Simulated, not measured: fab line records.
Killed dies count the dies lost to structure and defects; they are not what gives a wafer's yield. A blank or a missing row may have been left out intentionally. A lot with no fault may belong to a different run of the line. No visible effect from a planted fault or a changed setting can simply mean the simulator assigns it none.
Matching of chambers	flow nand harc	4 sister chambers for NHARC_A_CONTACT_ETCH_102 on rie diel-03
The step etches the open film in CF4/O2, target depth 100 nm, overetch 10 nm, time 55 s. 16 wafers are shown with their chamber, then 8 later ones without.

## WAFERS, EACH WITH ITS CHAMBER
wafer	chamber	drypump motor current A (A)	showerhead plenum p Torr (Torr)	rf vpp V (V)
L077.1	0	5.5	1.40	199.1
L077.2	1	6.4	1.25	196.6
L077.3	3	5.6	1.33	197.5
L077.4	2	5.6	1.44	198.1
L077.5	3	5.6	1.33	197.7
L077.6	0	5.5	1.40	197.8
L079.1	1	6.4	1.24	194.8
L079.2	0	5.5	1.40	198.4
L079.5	2	5.6	1.44	201.1
L086.1	3	5.6	1.32	196.9
L086.2	0	5.5	1.39	198.2
L086.5	0	5.5	1.39	199.1
L090.2	2	5.7	1.43	199.5
L090.3	3	5.6	1.32	196.7
L090.5	3	5.6	1.32	197.2
L089.2	3	5.6	1.32	197.9

SIGNATURES (averages over the wafers above)
reading	chamber 0	chamber 1	chamber 2	chamber 3	scatter within a chamber
drypump motor current A	5.500	6.400	5.633	5.600	0.0236
showerhead plenum p Torr	1.3960	1.2450	1.4367	1.3233	0.00555
rf vpp V	198.520	195.700	199.567	197.317	0.843
Rule: a wafer lies at a distance from a chamber equal to the root of the sum of squares, over the readings, of (its reading less the chamber's mean, divided by the reading's scatter). The wafer belongs to the nearest chamber; if the next one is less than 2 further off, it can't be placed. How the scatter is found: for the shown wafers, subtract from each reading the mean of its chamber, square and add these, divide the total by (wafers less chambers), then take the root.

## WAFERS WITH NO CHAMBER GIVEN
wafer	drypump motor current A (A)	showerhead plenum p Torr (Torr)	rf vpp V (V)
L089.3	5.7	1.43	200.4
L089.5	6.3	1.44	200.6
L093.1	6.3	1.44	201.4
L093.2	5.7	1.43	199.7
L093.3	5.5	1.39	198.8
L095.3	5.7	1.43	197.6
L095.4	5.5	1.39	198.6
L095.6	5.6	1.31	197.0

## EACH ONE'S CHAMBER
wafer	from the rows above	in truth
L089.3	2	2
L089.5	2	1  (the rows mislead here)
L093.1	2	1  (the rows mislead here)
L093.2	2	2
L093.3	0	0
L095.3	2	2
L095.4	0	0
L095.6	3	3
Placed correctly: 6 of 8. Left unplaced by these rows: 0. 2 placed wrongly.
